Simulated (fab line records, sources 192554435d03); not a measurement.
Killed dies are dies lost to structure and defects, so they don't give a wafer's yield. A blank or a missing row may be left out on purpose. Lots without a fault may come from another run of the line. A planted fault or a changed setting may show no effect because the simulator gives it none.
Chamber matching | flow n5_finfet | N5_BEOL_M0_STRIP_140 on rie_diel-02: 4 sister chambers
The step strips in CF4. 4 wafers are shown with their chamber, then 6 later ones without.

WAFERS WITH THEIR CHAMBER
wafer  | chamber | showerhead_plenum_p_Torr (Torr)
L564.2 | 3       | 1.75
L567.5 | 0       | 1.83
L571.5 | 1       | 1.84
L571.6 | 2       | 1.87

WAFERS WITHOUT THEIR CHAMBER
wafer  | showerhead_plenum_p_Torr (Torr)
L573.3 | 1.87
L573.4 | 1.75
L573.6 | 1.75
L583.1 | 1.74
L583.3 | 1.82
L583.5 | 1.87

WHICH CHAMBER EACH WENT THROUGH
wafer  | from the rows above     | in truth
L573.3 | 2                       | 2
L573.4 | 3                       | 3
L573.6 | 3                       | 3
L583.1 | 3                       | 3
L583.3 | can't be placed: 0 or 1 | 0
L583.5 | 2                       | 2
Placed correctly: 5 of 6. Can't be placed from these rows: 1 (the true chamber is among the candidates in 1). Placed wrongly: 0.
How it was worked out, from the rows above alone: a wafer's distance from a chamber is the root of the sum, over the readings, of the square of ((its reading less the chamber's mean) divided by the reading's scatter). The wafer belongs to the nearest chamber; if the next one is less than 2 further off, it can't be placed. A chamber's mean is the mean of its shown wafers. The scatter: with one shown wafer a chamber, the root of the mean of the squares of how far each hidden wafer lies from its nearest shown one.
